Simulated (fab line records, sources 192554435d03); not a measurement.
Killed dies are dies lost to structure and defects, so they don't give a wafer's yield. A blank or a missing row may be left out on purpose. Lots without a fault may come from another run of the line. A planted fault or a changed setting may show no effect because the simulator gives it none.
Split-lot experiment | flow n5_finfet | 7 lots, 21 wafers read, on a route of 1938 steps

THE SPLIT
At N5_BEOL_M8_COAT_05 (resist thk 90 nm), the setting spin_rpm was moved away from the recipe's 1500 rpm on 3 of the 21 wafers read, by -10.5% to +5.1%. The other wafers ran this setting at the recipe's value.

FROM THE SPLIT TO THE READING: what the file shows between them, 4 steps
- N5_BEOL_M8_EBR_07
- N5_BEOL_M8_SOFTBAKE_06: time 60 s
- N5_BEOL_M8_EXPOSE_08: exposes mask M8
- N5_BEOL_M8_PEB_09: peb time 60 s

THE READING
CAR-ArF_of_BEOL_M8_COAT_05.thk_nm (the simulator's own value, which no gauge read), in nm, at N5_BEOL_M8_DEVELOP_10 (develop time 30 s). The file gives no usual value for it. The 18 wafers here that ran the recipe average 88.3 nm, standard deviation 0.18 nm.

wafer  | tool, chamber at the split | spin_rpm as run, rpm | against the recipe | CAR-ArF_of_BEOL_M8_COAT_05.thk_nm, nm | against lot-mates on the recipe
L074.1 | litho_track-02, 0          | 1500                 | recipe             | 88                                    | -
L074.3 | litho_track-02, 0          | 1500                 | recipe             | 88                                    | -
L074.2 | litho_track-02, 0          | 1500                 | recipe             | 88.2                                  | -
L075.1 | litho_track-02, 0          | 1500                 | recipe             | 88                                    | -
L075.3 | litho_track-02, 0          | 1500                 | recipe             | 88.4                                  | -
L075.5 | litho_track-02, 0          | 1500                 | recipe             | 88.4                                  | -
L081.2 | litho_track-03, 0          | 1500                 | recipe             | 88.4                                  | -
L081.4 | litho_track-03, 0          | 1500                 | recipe             | 88.4                                  | -
L081.3 | litho_track-03, 0          | 1500                 | recipe             | 88.6                                  | -
L084.3 | litho_track-03, 0          | 1415                 | -5.7%              | 90.8                                  | +2.7
L084.4 | litho_track-03, 0          | 1500                 | recipe             | 88.2                                  | -
L084.6 | litho_track-03, 0          | 1500                 | recipe             | 88                                    | -
L085.1 | litho_track-05, 0          | 1500                 | recipe             | 88.4                                  | -
L085.2 | litho_track-05, 0          | 1500                 | recipe             | 88.4                                  | -
L085.6 | litho_track-05, 0          | 1500                 | recipe             | 88.2                                  | -
L092.2 | litho_track-02, 0          | 1500                 | recipe             | 88.2                                  | -
L092.3 | litho_track-02, 0          | 1500                 | recipe             | 88.4                                  | -
L092.5 | litho_track-02, 0          | 1343                 | -10.5%             | 93.6                                  | +5.3
L094.2 | litho_track-05, 0          | 1500                 | recipe             | 88.4                                  | -
L094.6 | litho_track-05, 0          | 1500                 | recipe             | 88.4                                  | -
L094.3 | litho_track-05, 0          | 1576                 | +5.1%              | 86.2                                  | -2.2

THE FIT
A straight line over all 21 wafers: CAR-ArF_of_BEOL_M8_COAT_05.thk_nm changes by -0.48 nm for each +1% of spin_rpm; r = -0.99; the points scatter about the line by 0.21 nm.
The same after taking each lot's own level away (the mean of its wafers on the recipe; 21 wafers): -0.488 nm for each +1%; r = -1.00; scatter 0.13 nm.
On that fit, the largest move of spin_rpm shifts the reading by 5.1 nm.
The lots' own levels span 88.07 to 88.47 nm, that is 2.2 times the standard deviation above.
So the lot-to-lot level changes the slope little: the two slopes agree.
Check: with one of the wafers moved furthest among these (-10.5%) left out of the fit, the line predicts +4.8 nm for it against its lot-mates. It came out at +5.3 nm against them.

OTHER SPLITS ON THESE WAFERS
These wafers also went through other splits before the reading. Each is held against what the fit with the lots' levels taken away leaves over:
other split on the same wafers | wafers away from the commonest value | r with CAR-ArF_of_BEOL_M8_COAT_05.thk_nm (lot level and that fit taken away)
N5_BEOL_M5_COAT_66 spin_rpm    | 7                                    | -0.23
N5_BEOL_M6_COAT_63 spin_rpm    | 6                                    | +0.35
N5_BEOL_M6_EXPOSE_25 dose_mj   | 5                                    | +0.20

THE WHOLE CHAIN: every reading that the file lists as answering this split, in the file's order
step                  | what it does      | reading                                                                            | change (the file's fit)               | r (the file's)
N5_BEOL_M8_COAT_05    | resist thk 90 nm  | CAR-ArF_of_BEOL_M8_COAT_05.thk_nm (the simulator's own value, which no gauge read) | -0.477 nm for each +1% of the setting | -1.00
N5_BEOL_M8_DEVELOP_10 | develop time 30 s | CAR-ArF_of_BEOL_M8_COAT_05.thk_nm (the simulator's own value, which no gauge read) | -0.49 nm for each +1% of the setting  | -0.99

THE FILE'S OWN FIT
CAR-ArF_of_BEOL_M8_COAT_05.thk_nm changes by -0.49 nm for each +1% of spin_rpm, r = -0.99.
